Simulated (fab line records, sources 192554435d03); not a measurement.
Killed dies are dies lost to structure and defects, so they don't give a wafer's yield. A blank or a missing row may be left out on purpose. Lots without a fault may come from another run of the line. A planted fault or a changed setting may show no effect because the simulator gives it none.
fab line records | flow n5_finfet
record lots=23 wafers=69 last_day=19
route steps=1938 shown BEOL_M1@794
lots that met no fault: from a run of the same line without faults
start_h: hours from the record's first day to the start of the lot's first wafer shown | wait_h: hours since the lot's step before | " the same as in the row above | L1.1+2: a row that stands for several wafers | - no value, or no start given | * or withheld: withheld | < > ~ a bound
route shown NAME@n: a module of which the file shows steps, and the number in the route of the first | usual: mean/standard deviation of fault-free wafers | same: alike in all rows | chamber/n: place in a boat | sites: the reading at each site | _std_site: their standard deviation | _edge_site: outer sites' mean less inner sites' | radius_mm: how far each site lies from the wafer's centre | mask NAME#n: copy n | behind: the tool/chamber that last shaped the wafer | hold: why the lot was held/for how many hours/how that ended | device: the transistor (n, p or np) that didn't switch | end of line: the same wafers' tests at the end of the route | a step without rows: its recipe alone | killed: dies lost to structure and defects at the first sort, not the wafer's yield | map: a wafer's dies, x killed, . not, _ none there
set.NAME: the setting as run; set.NAME@STEP: as run at that earlier step | model.NAME: the simulator's own value behind a step, which no gauge read
steps of the route over a sample of lots; a table a step, a row a wafer
services: from which hour (start_h, from the record's first day; less than 0 if before it) a tool's chamber was out of use, for how many hours, and why
## steps
# step N5_BEOL_M1_ETCH_70
# recipe chemistry=N2/H2 target=SOC target_depth_a=800 overetch_a=160 mask_material=SiARC temp_c=40 time_s=120 ion_energy_ev=200 pressure_mtorr=30 source_w=840 bias_w=150 n2_flow_sccm=200 h2_flow_sccm=200
# usual drypump_motor_current_A=5.6/0.69 oes_product_au=0.58/0.049 rf_vpp_V=524.2/2.7 showerhead_plenum_p_Torr=2.55/0.095 throttle_valve_pct=17.92/0.2
# same time_s=120
# columns lot.wafer tool chamber start_h wait_h drypump_motor_current_A oes_product_au rf_hours_counter_h rf_vpp_V showerhead_plenum_p_Torr throttle_valve_pct
L074.1 rie_diel-06 1 131.52 0.0 5.4 0.56 175 523.1 2.52 17.83
L074.3 " 3 " " 5.4 0.57 160 522.9 2.53 17.92
L074.5 " 3 " " 5.5 0.58 - 524.9 2.53 17.92
L075.2 rie_diel-05 2 134.79 0.0 5.3 0.55 197 525.4 2.63 17.84
L075.4 " 0 " " 6.7 0.55 188 520.4 2.40 18.14
L075.5 " 0 " " 6.7 0.55 - 519.5 2.40 18.14
L076.3 rie_diel-01 1 143.92 0.0 5.2 0.53 215 525.5 2.62 17.74
L076.4 " 3 " " 4.7 0.55 214 522.8 2.51 18.09
L076.6 " 2 " " 5.6 0.60 - 524.8 2.53 17.88
L077.2 rie_diel-01 2 147.18 0.0 5.5 0.59 139 523.8 2.53 17.89
L077.4 " 3 " " 4.7 0.55 214 523.3 2.51 18.09
L077.5 " 1 " " 5.2 0.53 - 526.2 2.62 17.75
L078.1 rie_diel-01 3 152.35 0.0 4.7 0.54 216 522.3 2.51 18.11
L078.3 " 0 " " 5.0 0.60 149 528.1 2.65 18.06
L078.5 " 0 " " 5.0 0.59 - 526.5 2.65 18.06
L079.1 rie_diel-05 3 155.36 0.0 5.0 0.73 10 528.7 2.73 17.77
L079.2 " 2 " " 5.3 0.55 203 527.1 2.63 17.85
L079.6 " 0 " " 6.7 0.55 - 521.2 2.40 18.14
L080.2 rie_diel-06 1 161.80 0.0 5.4 0.55 186 524.0 2.52 17.84
L080.3 " 0 " " 6.4 0.63 71 528.7 2.69 17.51
L080.4 " 3 " " 5.5 0.57 175 523.0 2.53 17.95
L082.2 rie_diel-01 3 166.65 0.0 4.8 0.54 220 523.5 2.51 18.10
L082.3 " 0 " " 5.0 0.59 154 526.6 2.65 18.06
L082.4 " 2 " " 5.6 0.59 145 521.8 2.52 17.90
L081.2 rie_diel-01 1 175.26 0.0 5.2 0.52 225 525.8 2.61 17.76
L081.3 " 2 " " 5.5 0.59 148 523.7 2.52 17.92
L081.5 " 3 " " 4.7 0.54 - 521.9 2.51 18.13
L083.1 rie_diel-05 0 175.37 0.0 6.7 0.54 203 518.9 2.40 18.17
L083.2 " 3 " " 4.9 0.70 17 528.4 2.72 17.78
L083.4 " 3 " " 4.9 0.70 - 528.1 2.72 17.78
L084.1 rie_diel-01 0 184.93 0.0 5.0 0.59 161 527.8 2.64 18.07
L084.2 " 1 " " 5.2 0.52 229 525.6 2.61 17.78
L084.4 " 2 " " 5.6 0.59 152 524.0 2.52 17.91
L085.2 rie_diel-05 0 249.90 0.0 6.7 0.52 231 520.6 2.39 18.21
L085.4 " 1 " " 6.7 0.55 186 519.9 2.41 18.00
L085.6 " 3 " " 4.9 0.67 - 528.7 2.71 17.83
L088.2 rie_diel-01 3 250.06 0.0 4.7 0.52 250 523.5 2.50 18.16
L088.3 " 2 " " 5.6 0.57 174 523.8 2.51 17.96
L088.5 " 3 " " 4.7 0.53 - 523.3 2.50 18.16
L095.2 rie_diel-06 3 250.53 0.0 5.4 0.56 193 523.2 2.52 17.97
L095.5 " 1 " " 5.4 0.55 - 523.5 2.51 17.88
L095.6 " 0 " " 6.4 0.61 - 527.9 2.68 17.56
L094.3 rie_diel-05 0 252.66 0.0 6.7 0.52 232 520.1 2.39 18.21
L094.4 " 2 " " 5.3 0.54 230 526.4 2.61 17.91
L094.5 " 1 " " 6.7 0.55 - 520.9 2.41 18.01
L089.3 rie_diel-01 0 252.89 0.0 5.0 0.57 184 525.8 2.63 18.11
L089.5 " 3 " " 4.7 0.53 - 523.3 2.50 18.16
L089.6 " 2 " " 5.6 0.58 - 522.9 2.51 17.95
L091.1 rie_diel-06 2 255.96 0.0 6.5 0.66 27 522.1 2.49 17.51
L091.2 " 0 " " 6.4 0.61 94 527.2 2.68 17.55
L091.3 " 1 " " 5.4 0.55 209 523.2 2.51 17.90
L092.2 rie_diel-01 2 256.11 0.0 5.6 0.58 177 523.6 2.51 17.94
L092.4 " 3 " " 4.8 0.53 - 522.7 2.50 18.17
L092.6 " 2 " " 5.6 0.56 - 522.5 2.51 17.96
L087.1 rie_diel-06 0 256.40 0.0 6.4 0.62 94 526.8 2.68 17.54
L087.2 " 3 " " 5.5 0.55 195 523.6 2.52 17.99
L087.3 " 1 " " 5.4 0.54 209 524.5 2.51 17.88
L093.2 rie_diel-06 0 259.02 0.0 6.4 0.61 96 526.3 2.67 17.55
L093.3 " 3 " " 5.4 0.55 196 523.9 2.52 17.98
L093.6 " 1 " " 5.4 0.55 - 523.8 2.51 17.88
L086.3 rie_diel-01 2 262.31 0.0 5.6 0.57 180 523.4 2.51 17.97
L086.4 " 0 " " 5.0 0.56 - 526.5 2.63 18.12
L086.5 " 3 " " 4.7 0.52 - 522.2 2.50 18.17
L096.1 rie_diel-05 1 262.39 0.0 6.7 0.56 189 519.2 2.41 18.01
L096.4 " 0 " " 6.7 0.53 234 518.3 2.39 18.22
L096.5 " 2 " " 5.3 0.53 - 525.2 2.61 17.91
L097.1 rie_diel-05 3 280.00 0.0 4.9 0.65 51 527.3 2.71 17.84
L097.3 " 2 " " 5.3 0.53 236 525.3 2.61 17.92
L097.6 " 3 " " 5.0 0.66 - 529.3 2.71 17.85
# step N5_BEOL_M1_TRENCH_ETCH_37
# recipe chemistry=C4F6/O2 target_depth_a=552.07 target=SiOC time_s=29 ion_energy_ev=250 pressure_mtorr=30 source_w=355 bias_w=185 Ar_flow_sccm=300 C4F6_flow_sccm=10 O2_flow_sccm=10
# usual drypump_motor_current_A=5.6/0.69 oes_product_au=0.75/0.067 rf_vpp_V=670/14 showerhead_plenum_p_Torr=2.86/0.086 throttle_valve_pct=21.00/0.23
# same time_s=29
# columns lot.wafer tool chamber start_h wait_h drypump_motor_current_A oes_product_au rf_hours_counter_h rf_vpp_V showerhead_plenum_p_Torr throttle_valve_pct
L074.1 rie_diel-06 1 - - 5.4 0.72 175 667 2.82 20.87
L074.3 " 3 " " 5.4 0.76 160 658 2.86 21.01
L074.5 " 3 " " 5.5 0.76 - 658 2.86 21.00
L075.2 rie_diel-05 2 - - 5.3 0.72 197 665 2.95 20.96
L075.4 " 0 " " 6.7 0.72 189 673 2.73 21.34
L075.5 " 0 " " 6.7 0.72 - 672 2.73 21.34
L076.3 rie_diel-01 1 - - 5.2 0.70 215 673 2.94 20.87
L076.4 " 3 " " 4.8 0.72 214 671 2.81 21.12
L076.6 " 2 " " 5.5 0.77 - 689 2.86 21.10
L077.2 rie_diel-01 2 - - 5.6 0.77 139 689 2.86 21.11
L077.4 " 3 " " 4.8 0.71 214 670 2.81 21.10
L077.5 " 1 " " 5.2 0.70 - 673 2.94 20.85
L078.1 rie_diel-01 3 - - 4.7 0.71 216 670 2.81 21.12
L078.3 " 0 " " 5.0 0.78 149 694 2.95 21.05
L078.5 " 0 " " 5.0 0.78 - 692 2.95 21.04
L079.1 rie_diel-05 3 - - 5.0 0.95 10 661 3.01 20.77
L079.2 " 2 " " 5.3 0.71 203 665 2.95 20.96
L079.6 " 0 " " 6.7 0.71 - 673 2.73 21.36
L080.2 rie_diel-06 1 - - 5.4 0.73 186 668 2.82 20.89
L080.3 " 0 " " 6.4 0.84 71 656 2.98 20.51
L080.4 " 3 " " 5.4 0.76 175 659 2.85 21.05
L082.2 rie_diel-01 3 - - 4.7 0.70 220 670 2.81 21.13
L082.3 " 0 " " 5.0 0.76 154 694 2.95 21.05
L082.4 " 2 " " 5.5 0.77 145 689 2.86 21.13
L081.2 rie_diel-01 1 - - 5.2 0.69 225 674 2.94 20.88
L081.3 " 2 " " 5.5 0.77 148 690 2.85 21.13
L081.5 " 3 " " 4.8 0.70 - 669 2.81 21.12
L083.1 rie_diel-05 0 - - 6.7 0.70 203 671 2.73 21.36
L083.2 " 3 " " 4.9 0.92 17 660 3.01 20.77
L083.4 " 3 " " 4.9 0.94 - 660 3.01 20.79
L084.1 rie_diel-01 0 - - 5.0 0.76 161 693 2.94 21.06
L084.2 " 1 " " 5.2 0.68 229 673 2.94 20.90
L084.4 " 2 " " 5.6 0.75 152 689 2.85 21.14
L085.2 rie_diel-05 0 - - 6.7 0.69 231 671 2.71 21.40
L085.4 " 1 " " 6.7 0.71 186 648 2.75 21.20
L085.6 " 3 " " 4.9 0.87 - 660 3.00 20.81
L088.2 rie_diel-01 3 - - 4.7 0.68 250 669 2.80 21.17
L088.3 " 2 " " 5.5 0.74 174 689 2.84 21.14
L088.5 " 3 " " 4.7 0.69 - 669 2.80 21.17
L095.2 rie_diel-06 3 - - 5.4 0.72 193 657 2.85 21.06
L095.5 " 1 " " 5.4 0.70 - 668 2.81 20.91
L095.6 " 0 " " 6.3 0.80 - 656 2.97 20.54
L094.3 rie_diel-05 0 - - 6.7 0.69 232 674 2.71 21.40
L094.4 " 2 " " 5.3 0.68 230 664 2.94 21.00
L094.5 " 1 " " 6.7 0.71 - 649 2.75 21.20
L089.3 rie_diel-01 0 - - 5.0 0.75 184 694 2.93 21.12
L089.5 " 3 " " 4.7 0.69 - 670 2.80 21.16
L089.6 " 2 " " 5.6 0.74 - 689 2.84 21.17
L091.1 rie_diel-06 2 - - 6.5 0.87 27 659 2.80 20.61
L091.2 " 0 " " 6.4 0.80 94 656 2.97 20.55
L091.3 " 1 " " 5.4 0.70 209 670 2.81 20.92
L092.2 rie_diel-01 2 - - 5.6 0.74 178 689 2.84 21.16
L092.4 " 3 " " 4.7 0.69 - 670 2.80 21.15
L092.6 " 2 " " 5.5 0.74 - 688 2.84 21.17
L087.1 rie_diel-06 0 - - 6.4 0.80 94 656 2.97 20.53
L087.2 " 3 " " 5.4 0.72 195 655 2.84 21.07
L087.3 " 1 " " 5.4 0.71 209 668 2.81 20.93
L093.2 rie_diel-06 0 - - 6.4 0.81 96 657 2.97 20.55
L093.3 " 3 " " 5.5 0.72 197 658 2.84 21.09
L093.6 " 1 " " 5.4 0.70 - 666 2.81 20.92
L086.3 rie_diel-01 2 - - 5.6 0.75 181 688 2.84 21.18
L086.4 " 0 " " 5.0 0.74 - 692 2.93 21.10
L086.5 " 3 " " 4.7 0.68 - 670 2.80 21.20
L096.1 rie_diel-05 1 - - 6.7 0.71 189 649 2.75 21.20
L096.4 " 0 " " 6.7 0.68 234 672 2.71 21.40
L096.5 " 2 " " 5.3 0.68 - 666 2.93 21.02
L097.1 rie_diel-05 3 - - 4.9 0.87 51 660 2.99 20.83
L097.3 " 2 " " 5.3 0.68 236 665 2.93 21.01
L097.6 " 3 " " 5.0 0.87 - 660 2.99 20.83
# step N5_BEOL_M1_ETCH_41
# recipe chemistry=CH3F/O2 target=SiCN target_depth_a=319 taper_deg=2 time_s=57.8 ion_energy_ev=120 mask_material=TiN pressure_mtorr=30 source_w=395 bias_w=75 Ar_flow_sccm=150 CH3F_flow_sccm=30 O2_flow_sccm=20
# usual CH3F_flow_sccm=30.01/0.084 drypump_motor_current_A=5.6/0.69 oes_product_au=0.75/0.066 rf_vpp_V=297.4/1.7 showerhead_plenum_p_Torr=2.01/0.064 throttle_valve_pct=16.46/0.22
# same time_s=57.8
# columns lot.wafer tool chamber start_h wait_h CH3F_flow_sccm drypump_motor_current_A oes_product_au rf_hours_counter_h rf_vpp_V showerhead_plenum_p_Torr throttle_valve_pct
L074.1 rie_diel-06 1 - - 29.89 5.4 0.73 175 297.5 1.99 16.40
L074.3 " 3 " " 30.13 5.4 0.76 160 296.8 2.00 16.43
L074.5 " 3 " " 30.02 5.4 0.76 - 297.5 2.01 16.44
L075.2 rie_diel-05 2 - - 29.95 5.3 0.72 197 298.4 2.08 16.45
L075.4 " 0 " " 30.07 6.7 0.71 189 293.1 1.91 16.75
L075.5 " 0 " " 30.01 6.7 0.71 - 294.7 1.92 16.75
L076.3 rie_diel-01 1 - - 29.98 5.2 0.70 215 298.4 2.07 16.37
L076.4 " 3 " " 30.14 4.7 0.71 214 295.9 1.98 16.60
L076.6 " 2 " " 29.97 5.6 0.78 - 297.4 2.01 16.53
L077.2 rie_diel-01 2 - - 30.03 5.6 0.78 139 297.3 2.01 16.55
L077.4 " 3 " " 29.98 4.7 0.72 214 294.4 1.98 16.60
L077.5 " 1 " " 30.05 5.2 0.71 - 297.8 2.07 16.37
L078.1 rie_diel-01 3 - - 29.99 4.7 0.71 216 297.0 1.98 16.61
L078.3 " 0 " " 29.97 5.0 0.78 149 298.7 2.08 16.52
L078.5 " 0 " " 29.91 5.0 0.77 - 297.7 2.08 16.52
L079.1 rie_diel-05 3 - - 30.01 5.0 0.94 10 299.9 2.12 16.19
L079.2 " 2 " " 30.01 5.3 0.71 203 298.2 2.07 16.46
L079.6 " 0 " " 29.95 6.7 0.71 - 295.0 1.91 16.76
L080.2 rie_diel-06 1 - - 30.05 5.4 0.72 186 296.2 1.98 16.42
L080.3 " 0 " " 30.03 6.4 0.83 71 299.2 2.10 16.01
L080.4 " 3 " " 30.08 5.5 0.74 175 296.2 2.00 16.46
L082.2 rie_diel-01 3 - - 29.81 4.7 0.71 220 296.5 1.98 16.62
L082.3 " 0 " " 30.18 5.0 0.77 154 298.6 2.07 16.52
L082.4 " 2 " " 30.08 5.5 0.76 145 297.0 2.01 16.56
L081.2 rie_diel-01 1 - - 29.96 5.2 0.69 225 299.4 2.07 16.37
L081.3 " 2 " " 29.95 5.5 0.77 148 297.9 2.00 16.58
L081.5 " 3 " " 30.00 4.8 0.70 - 297.0 1.97 16.62
L083.1 rie_diel-05 0 - - 30.02 6.7 0.70 203 295.5 1.91 16.79
L083.2 " 3 " " 30.02 4.9 0.92 17 300.2 2.12 16.20
L083.4 " 3 " " 29.96 4.9 0.93 - 300.7 2.12 16.21
L084.1 rie_diel-01 0 - - 30.02 5.0 0.77 161 300.1 2.07 16.54
L084.2 " 1 " " 30.11 5.2 0.69 229 297.6 2.06 16.39
L084.4 " 2 " " 30.06 5.6 0.76 152 298.0 2.00 16.57
L085.2 rie_diel-05 0 - - 29.92 6.7 0.69 231 294.5 1.90 16.83
L085.4 " 1 " " 29.91 6.7 0.71 186 294.0 1.92 16.59
L085.6 " 3 " " 30.00 4.9 0.88 - 299.9 2.11 16.27
L088.2 rie_diel-01 3 - - 29.97 4.7 0.69 250 296.7 1.97 16.67
L088.3 " 2 " " 30.13 5.6 0.74 174 296.8 2.00 16.61
L088.5 " 3 " " 29.94 4.7 0.69 - 296.4 1.97 16.67
L095.2 rie_diel-06 3 - - 30.01 5.5 0.73 193 297.9 1.99 16.50
L095.5 " 1 " " 30.11 5.4 0.70 - 295.6 1.98 16.46
L095.6 " 0 " " 30.04 6.3 0.81 - 300.2 2.09 16.05
L094.3 rie_diel-05 0 - - 30.04 6.7 0.68 232 295.7 1.90 16.84
L094.4 " 2 " " 29.86 5.3 0.68 230 298.1 2.06 16.50
L094.5 " 1 " " 29.96 6.7 0.71 - 295.6 1.92 16.60
L089.3 rie_diel-01 0 - - 30.06 5.0 0.75 184 299.2 2.07 16.58
L089.5 " 3 " " 30.01 4.7 0.69 - 296.8 1.97 16.68
L089.6 " 2 " " 30.06 5.6 0.74 - 296.6 2.00 16.62
L091.1 rie_diel-06 2 - - 29.96 6.5 0.87 27 295.6 1.97 15.99
L091.2 " 0 " " 30.03 6.4 0.81 94 299.0 2.09 16.06
L091.3 " 1 " " 30.10 5.4 0.70 209 296.6 1.98 16.48
L092.2 rie_diel-01 2 - - 29.96 5.5 0.74 178 296.9 2.00 16.61
L092.4 " 3 " " 29.83 4.7 0.69 - 296.3 1.97 16.69
L092.6 " 2 " " 29.94 5.5 0.74 - 297.2 1.99 16.62
L087.1 rie_diel-06 0 - - 29.86 6.4 0.81 94 298.0 2.09 16.07
L087.2 " 3 " " 30.21 5.5 0.73 195 296.4 1.99 16.50
L087.3 " 1 " " 30.07 5.4 0.70 209 297.2 1.98 16.45
L093.2 rie_diel-06 0 - - 30.15 6.4 0.80 96 298.9 2.09 16.06
L093.3 " 3 " " 29.89 5.4 0.72 197 296.1 1.99 16.52
L093.6 " 1 " " 30.11 5.4 0.69 - 297.6 1.98 16.46
L086.3 rie_diel-01 2 - - 30.11 5.6 0.75 181 297.4 1.99 16.64
L086.4 " 0 " " 30.12 5.0 0.75 - 297.2 2.06 16.58
L086.5 " 3 " " 29.98 4.7 0.69 - 297.5 1.96 16.70
L096.1 rie_diel-05 1 - - 29.97 6.7 0.70 189 293.8 1.92 16.59
L096.4 " 0 " " 30.08 6.7 0.69 234 295.7 1.90 16.85
L096.5 " 2 " " 29.96 5.3 0.68 - 300.4 2.06 16.51
L097.1 rie_diel-05 3 - - 29.91 4.9 0.85 51 301.2 2.11 16.28
L097.3 " 2 " " 30.11 5.3 0.68 236 298.5 2.06 16.51
L097.6 " 3 " " 29.80 4.9 0.86 - 299.1 2.11 16.29
# step N5_BEOL_M1_STRIP_97
# recipe chemistry=N2/H2 time_s=10 power_w=450 temp_c=40 pressure_mtorr=20 rf_frequency_hz=6e+07 bias_power_w=7 n2_flow_sccm=200 h2_flow_sccm=200
# usual drypump_motor_current_A=5.6/0.69 oes_product_au=0.75/0.068 rf_vpp_V=59.2/0.88 showerhead_plenum_p_Torr=2.55/0.095 throttle_valve_pct=23.72/0.23
# same time_s=10
# columns lot.wafer tool chamber start_h wait_h drypump_motor_current_A oes_product_au rf_hours_counter_h rf_vpp_V showerhead_plenum_p_Torr throttle_valve_pct
L074.1 rie_diel-06 1 - - 5.4 0.74 175 58.8 2.52 23.58
L074.3 " 3 " " 5.5 0.75 160 60.4 2.53 23.80
L074.5 " 3 " " 5.5 0.76 - 60.5 2.53 23.78
L075.2 rie_diel-05 2 - - 5.3 0.72 197 58.7 2.62 23.62
L075.4 " 0 " " 6.7 0.70 189 59.7 2.40 23.97
L075.5 " 0 " " 6.7 0.71 - 59.4 2.40 23.98
L076.3 rie_diel-01 1 - - 5.2 0.69 215 59.2 2.61 23.47
L076.4 " 3 " " 4.7 0.71 214 59.9 2.51 23.94
L076.6 " 2 " " 5.6 0.77 - 59.2 2.52 23.67
L077.2 rie_diel-01 2 - - 5.5 0.77 139 58.9 2.52 23.65
L077.4 " 3 " " 4.7 0.71 214 58.0 2.51 23.93
L077.5 " 1 " " 5.2 0.69 - 59.1 2.61 23.48
L078.1 rie_diel-01 3 - - 4.7 0.70 216 60.7 2.51 23.95
L078.3 " 0 " " 5.1 0.78 149 59.5 2.64 23.90
L078.5 " 0 " " 5.0 0.78 - 60.6 2.64 23.92
L079.1 rie_diel-05 3 - - 5.0 0.95 10 59.8 2.72 23.63
L079.2 " 2 " " 5.3 0.72 203 59.5 2.62 23.63
L079.6 " 0 " " 6.7 0.69 - 59.1 2.40 23.98
L080.2 rie_diel-06 1 - - 5.4 0.73 186 59.7 2.51 23.59
L080.3 " 0 " " 6.4 0.84 71 58.0 2.68 23.20
L080.4 " 3 " " 5.5 0.74 175 59.1 2.52 23.79
L082.2 rie_diel-01 3 - - 4.7 0.70 220 58.4 2.51 23.94
L082.3 " 0 " " 5.0 0.78 154 60.0 2.64 23.92
L082.4 " 2 " " 5.5 0.77 145 59.2 2.52 23.65
L081.2 rie_diel-01 1 - - 5.2 0.69 225 57.9 2.61 23.48
L081.3 " 2 " " 5.5 0.76 148 58.3 2.52 23.67
L081.5 " 3 " " 4.7 0.70 - 58.8 2.51 23.96
L083.1 rie_diel-05 0 - - 6.7 0.70 203 57.7 2.39 23.99
L083.2 " 3 " " 4.9 0.94 17 61.8 2.72 23.64
L083.4 " 3 " " 4.9 0.93 - 60.6 2.72 23.62
L084.1 rie_diel-01 0 - - 5.0 0.76 161 59.4 2.64 23.95
L084.2 " 1 " " 5.2 0.67 229 59.7 2.60 23.47
L084.4 " 2 " " 5.6 0.75 152 58.5 2.52 23.67
L085.2 rie_diel-05 0 - - 6.7 0.68 231 59.4 2.38 24.04
L085.4 " 1 " " 6.7 0.71 186 59.7 2.41 23.86
L085.6 " 3 " " 4.9 0.87 - 59.1 2.71 23.66
L088.2 rie_diel-01 3 - - 4.7 0.68 250 57.0 2.50 23.99
L088.3 " 2 " " 5.6 0.74 174 58.8 2.51 23.71
L088.5 " 3 " " 4.8 0.68 - 58.2 2.49 23.98
L095.2 rie_diel-06 3 - - 5.4 0.72 193 59.0 2.52 23.82
L095.5 " 1 " " 5.4 0.71 - 59.4 2.50 23.62
L095.6 " 0 " " 6.4 0.81 - 60.0 2.67 23.23
L094.3 rie_diel-05 0 - - 6.7 0.67 232 57.9 2.38 24.03
L094.4 " 2 " " 5.3 0.68 230 58.9 2.61 23.66
L094.5 " 1 " " 6.7 0.70 - 58.1 2.41 23.87
L089.3 rie_diel-01 0 - - 5.0 0.76 184 59.4 2.63 23.94
L089.5 " 3 " " 4.7 0.68 - 58.6 2.49 24.00
L089.6 " 2 " " 5.6 0.74 - 60.5 2.51 23.71
L091.1 rie_diel-06 2 - - 6.5 0.87 27 59.1 2.49 23.36
L091.2 " 0 " " 6.4 0.81 94 58.8 2.67 23.25
L091.3 " 1 " " 5.4 0.71 209 59.6 2.50 23.63
L092.2 rie_diel-01 2 - - 5.5 0.74 178 57.7 2.51 23.71
L092.4 " 3 " " 4.7 0.69 - 57.9 2.49 24.00
L092.6 " 2 " " 5.5 0.74 - 59.0 2.51 23.71
L087.1 rie_diel-06 0 - - 6.4 0.81 94 57.8 2.67 23.24
L087.2 " 3 " " 5.4 0.72 195 58.0 2.52 23.83
L087.3 " 1 " " 5.4 0.70 210 58.8 2.50 23.64
L093.2 rie_diel-06 0 - - 6.4 0.81 96 59.2 2.67 23.24
L093.3 " 3 " " 5.5 0.71 197 58.7 2.51 23.83
L093.6 " 1 " " 5.4 0.71 - 58.8 2.50 23.64
L086.3 rie_diel-01 2 - - 5.6 0.75 181 59.1 2.51 23.70
L086.4 " 0 " " 5.0 0.75 - 60.5 2.63 23.96
L086.5 " 3 " " 4.7 0.69 - 58.4 2.49 24.00
L096.1 rie_diel-05 1 - - 6.7 0.71 189 58.9 2.41 23.87
L096.4 " 0 " " 6.7 0.68 234 58.8 2.38 24.04
L096.5 " 2 " " 5.3 0.70 - 59.9 2.61 23.67
L097.1 rie_diel-05 3 - - 4.9 0.87 51 58.1 2.70 23.67
L097.3 " 2 " " 5.3 0.68 236 59.1 2.61 23.68
L097.6 " 3 " " 4.9 0.87 - 60.3 2.70 23.68
# step N5_BEOL_M1_ANNEAL_89
# recipe temp_c=400 time_s=240 ambient=vacuum
# usual heater_power_w=828/43
# same time_s=240
# columns lot.wafer tool chamber start_h wait_h heater_power_w
L074.1 pvd_sputter-01 - 133.82 0.0 801
L074.3 " - " " 850
L074.5 " - " " 830
L075.2 pvd_sputter-02 - 136.98 0.0 859
L075.4 " - " " 782
L075.5 " - " " 774
L076.3 pvd_sputter-01 - 146.38 0.0 872
L076.4 " - " " 744
L076.6 " - " " 810
L077.2 pvd_sputter-02 - 149.49 0.0 802
L077.4 " - " " 786
L077.5 " - " " 785
L078.1 pvd_sputter-02 - 154.61 0.0 769
L078.3 " - " " 792
L078.5 " - " " 804
L079.1 pvd_sputter-02 - 157.99 0.0 886
L079.2 " - " " 817
L079.6 " - " " 800
L080.2 pvd_sputter-01 - 164.38 0.0 820
L080.3 " - " " 772
L080.4 " - " " 812
L082.2 pvd_sputter-03 - 168.77 0.0 888
L082.3 " - " " 811
L082.4 " - " " 907
L081.2 pvd_sputter-01 - 177.56 0.0 870
L081.3 " - " " 750
L081.5 " - " " 880
L083.1 pvd_sputter-03 - 177.68 0.0 810
L083.2 " - " " 925
L083.4 " - " " 867
L084.1 pvd_sputter-01 - 187.32 0.0 839
L084.2 " - " " 809
L084.4 " - " " 757
L085.2 pvd_sputter-01 - 252.00 0.0 855
L085.4 " - " " 734
L085.6 " - " " 794
L088.2 pvd_sputter-03 - 252.23 0.0 885
L088.3 " - " " 842
L088.5 " - " " 799
L095.2 pvd_sputter-02 - 253.76 0.0 862
L095.5 " - " " 755
L095.6 " - " " 790
L094.3 pvd_sputter-01 - 255.14 0.0 799
L094.4 " - " " 876
L094.5 " - " " 841
L089.3 pvd_sputter-02 - 255.70 0.0 789
L089.5 " - " " 868
L089.6 " - " " 796
L091.1 pvd_sputter-01 - 258.07 0.0 792
L091.2 " - " " 749
L091.3 " - " " 869
L092.2 pvd_sputter-02 - 258.53 0.0 814
L092.4 " - " " 788
L092.6 " - " " 846
L087.1 pvd_sputter-03 - 259.07 0.0 884
L087.2 " - " " 814
L087.3 " - " " 862
L093.2 pvd_sputter-03 - 261.81 0.0 827
L093.3 " - " " 911
L093.6 " - " " 877
L086.3 pvd_sputter-01 - 264.77 0.0 792
L086.4 " - " " 813
L086.5 " - " " 802
L096.1 pvd_sputter-03 - 264.95 0.0 891
L096.4 " - " " 880
L096.5 " - " " 806
L097.1 pvd_sputter-01 - 282.97 0.0 845
L097.3 " - " " 832
L097.6 " - " " 795
# step N5_BEOL_M1_SPUTTER_90
# recipe material=Cu target_thk_a=45 temp_c=-20 chamber_pressure_pa=0.07 power_w=withheld time_s=8.29
# usual throttle_valve_pct=29.9/1
# same time_s=8.29
# columns lot.wafer tool chamber start_h wait_h throttle_valve_pct
L074.1 pvd_sputter-01 - 133.96 0.1 30.2
L074.3 " - " " 30.2
L074.5 " - " " 30.1
L075.2 pvd_sputter-02 - 137.13 0.1 29.0
L075.4 " - " " 30.6
L075.5 " - " " 30.2
L076.3 pvd_sputter-01 - 146.54 0.1 30.0
L076.4 " - " " 31.5
L076.6 " - " " 30.3
L077.2 pvd_sputter-02 - 149.63 0.1 29.0
L077.4 " - " " 30.4
L077.5 " - " " 30.5
L078.1 pvd_sputter-02 - 154.75 0.1 29.1
L078.3 " - " " 30.8
L078.5 " - " " 29.2
L079.1 pvd_sputter-02 - 158.13 0.1 29.3
L079.2 " - " " 28.3
L079.6 " - " " 30.3
L080.2 pvd_sputter-01 - 164.52 0.1 30.7
L080.3 " - " " 31.4
L080.4 " - " " 29.8
L082.2 pvd_sputter-03 - 168.91 0.1 31.0
L082.3 " - " " 31.6
L082.4 " - " " 28.4
L081.2 pvd_sputter-01 - 177.70 0.1 30.1
L081.3 " - " " 31.5
L081.5 " - " " 29.9
L083.1 pvd_sputter-03 - 177.82 0.1 31.1
L083.2 " - " " 28.3
L083.4 " - " " 28.8
L084.1 pvd_sputter-01 - 187.46 0.1 30.2
L084.2 " - " " 30.3
L084.4 " - " " 31.3
L085.2 pvd_sputter-01 - 252.14 0.1 29.9
L085.4 " - " " 31.1
L085.6 " - " " 30.2
L088.2 pvd_sputter-03 - 252.37 0.1 28.3
L088.3 " - " " 29.1
L088.5 " - " " 31.5
L095.2 pvd_sputter-02 - 253.90 0.1 29.4
L095.5 " - " " 30.4
L095.6 " - " " 29.0
L094.3 pvd_sputter-01 - 255.28 0.1 30.5
L094.4 " - " " 30.1
L094.5 " - " " 30.4
L089.3 pvd_sputter-02 - 255.84 0.1 30.7
L089.5 " - " " 29.2
L089.6 " - " " 29.2
L091.1 pvd_sputter-01 - 258.21 0.1 29.9
L091.2 " - " " 31.3
L091.3 " - " " 30.0
L092.2 pvd_sputter-02 - 258.67 0.1 28.2
L092.4 " - " " 30.5
L092.6 " - " " 29.3
L087.1 pvd_sputter-03 - 259.21 0.1 28.0
L087.2 " - " " 31.4
L087.3 " - " " 28.9
L093.2 pvd_sputter-03 - 261.95 0.1 31.1
L093.3 " - " " 30.8
L093.6 " - " " 28.7
L086.3 pvd_sputter-01 - 264.91 0.1 30.6
L086.4 " - " " 30.1
L086.5 " - " " 30.6
L096.1 pvd_sputter-03 - 265.09 0.1 28.8
L096.4 " - " " 31.2
L096.5 " - " " 31.4
L097.1 pvd_sputter-01 - 283.11 0.1 29.9
L097.3 " - " " 30.0
L097.6 " - " " 30.3
## services
# columns tool chamber start_h hours kind
rie_diel-06 2 128.02 - clean
rie_diel-06 2 128.02 - consumable_replace:focus_ring
rie_diel-06 2 128.02 22.3 scheduled_down
rie_diel-06 2 128.02 22.3 vent_cycle
rie_diel-05 2 167.42 14.2 repair
rie_diel-06 - 168.33 28.1 pm
rie_diel-01 1 249.23 - clean
rie_diel-01 1 249.23 - consumable_replace:focus_ring
rie_diel-01 1 249.23 20.2 scheduled_down
rie_diel-01 1 249.23 20.2 vent_cycle
rie_diel-05 - 253.99 4.3 pm
rie_diel-01 3 269.48 - clean
rie_diel-01 3 269.48 - consumable_replace:focus_ring
rie_diel-01 3 269.48 15.8 scheduled_down
rie_diel-01 3 269.48 15.8 vent_cycle
pvd_sputter-01 - 273.00 6.9 repair
## key
fault none
